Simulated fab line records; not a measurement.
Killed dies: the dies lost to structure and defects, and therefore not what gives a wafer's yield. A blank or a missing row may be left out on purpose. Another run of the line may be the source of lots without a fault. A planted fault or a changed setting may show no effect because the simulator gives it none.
One fault through the eyes of 2 desks ; flow n5-finfet ; every desk sees just its own numbers, and what lay behind them comes last

FROM THE METROLOGY DESK
What the gauges read for every lot (on any tool): the sampled wafers with a number, averaged. Marked OUT: a lot whose mean sits more than 4 standard deviations from the usual mean, which makes it out of limits; the brackets give that distance.
Columns: A = NDIPOLE_OVL at N5_HKMG_FIN_OVL_MEAS_50, usual 0.0 nm
lot;first seen here;A
L225;day 4 06:28;-0.5
L227;day 4 17:24;-0.1
L229;day 5 08:38;-0.1
L230;day 5 13:06;0.5
L231;day 5 17:56;-0.1
L232;day 6 00:19;-1.0
L233;day 6 05:20;1.2
L234;day 6 17:27;0.3
L238;day 7 15:12;-0.1
L239;day 7 20:43;-0.4
L240;day 8 03:10;-0.2
L245;day 9 07:11;-0.9
L246;day 9 14:05;0.9
L247;day 9 18:37;-0.1
Finding of this desk: none of the 14 lots has anything out of limits.

THE TOOL OWNER'S DESK: arfi-scanner-03
The tool's own readings at N5_HKMG_FIN_EXPOSE_09 (exposes mask NWFM): means of the sampled wafers that have a number, for each lot that ran on this tool. Marked OUT: a lot whose mean sits more than 4 standard deviations from the usual mean, which makes it out of limits; the brackets give that distance.
Columns: A = exposure-dose-mJ-cm2 at N5_HKMG_FIN_EXPOSE_09, usual 39.22; B = focus-offset-nm at N5_HKMG_FIN_EXPOSE_09, usual -0.2 nm
lot;first seen here;A;B
L227;day 4 20:40;39.20;-0.3
L233;day 6 08:49;39.22;-0.3
L245;day 9 10:30;39.22;-0.1
Finding of this desk: none of the 3 lots has anything out of limits.

TAKEN TOGETHER
From the metrology desk's view, nothing was out of limits.
Nothing out of limits was seen by the tool owner's desk.

WHAT THE SIMULATOR HAD INSERTED
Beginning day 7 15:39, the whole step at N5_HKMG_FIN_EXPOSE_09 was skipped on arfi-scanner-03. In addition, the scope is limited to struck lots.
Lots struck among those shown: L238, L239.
